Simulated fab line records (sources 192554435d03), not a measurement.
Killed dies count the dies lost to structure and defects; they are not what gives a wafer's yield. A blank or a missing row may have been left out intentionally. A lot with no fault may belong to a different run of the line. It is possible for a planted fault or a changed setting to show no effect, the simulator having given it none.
Matching of chambers -- flow n5_finfet -- ald_sin-01 running N5_GATE_CUT_SAC_CAP_01: 4 sister chambers
The step material SiNx, target thk 24 nm, pulse time 1 s, ald cycles 480. 18 wafers are shown with their chamber, then 9 later ones without.

== WAFERS WITH THEIR CHAMBER ==
wafer,chamber,heater_power_w (W),precursor_pulse_height_rel,susceptor_temp_C (C)
L074.2,2,736,1.034,399.69
L074.3,0,842,1.018,400.26
L074.5,0,797,0.983,400.15
L077.4,2,764,0.993,400.04
L077.5,1,794,0.988,399.83
L077.6,0,841,0.986,399.32
L078.1,2,763,1.021,400.03
L078.2,3,947,0.955,399.81
L078.6,1,768,1.016,399.72
L085.1,2,744,1.020,400.28
L085.2,1,784,0.977,400.16
L085.5,1,789,1.010,400.19
L086.2,1,778,0.999,400.02
L086.4,3,923,1.020,399.66
L086.6,3,921,0.996,399.71
L087.2,0,829,0.983,399.90
L087.5,2,752,0.997,400.17
L087.6,3,925,0.980,400.37

SIGNATURES (averages over the wafers above)
reading,chamber 0,chamber 1,chamber 2,chamber 3,scatter within a chamber
heater_power_w,827.25,782.60,751.80,929.00,14
precursor_pulse_height_rel,0.99250,0.99800,1.01300,0.98775,0.0195
susceptor_temp_C,399.9075,399.9840,400.0420,399.8875,0.295
Rule: for a wafer and a chamber, the distance is found by dividing, reading by reading, the gap between the wafer's reading and the chamber's mean by the reading's scatter, squaring, summing and taking the root. If the next closest chamber is less than 2 further off than the closest, the wafer can't be placed; otherwise it belongs to the closest. The scatter: the root of (the sum of the squares of (reading less its chamber's mean) over the shown wafers, divided by (wafers less chambers)).

== WAFERS MISSING THEIR CHAMBER ==
wafer,heater_power_w (W),precursor_pulse_height_rel,susceptor_temp_C (C)
L088.1,953,1.018,399.83
L088.2,758,0.988,399.97
L088.4,844,0.996,399.88
L092.3,756,1.018,399.94
L092.4,784,0.984,399.84
L092.5,832,0.981,400.25
L095.1,937,1.000,399.94
L095.4,931,0.993,399.82
L095.5,948,1.019,400.14

== CHAMBER TAKEN BY EACH ==
wafer,from the rows above,in truth
L088.1,3,3
L088.2,can't be placed: 2 or 1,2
L088.4,0,0
L092.3,can't be placed: 2 or 1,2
L092.4,can't be placed: 1 or 2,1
L092.5,0,0
L095.1,3,3
L095.4,3,3
L095.5,3,3
Placed correctly: 6 of 9. These rows do not allow placing 3 (true chamber among the candidates in 3). 0 placed wrongly.
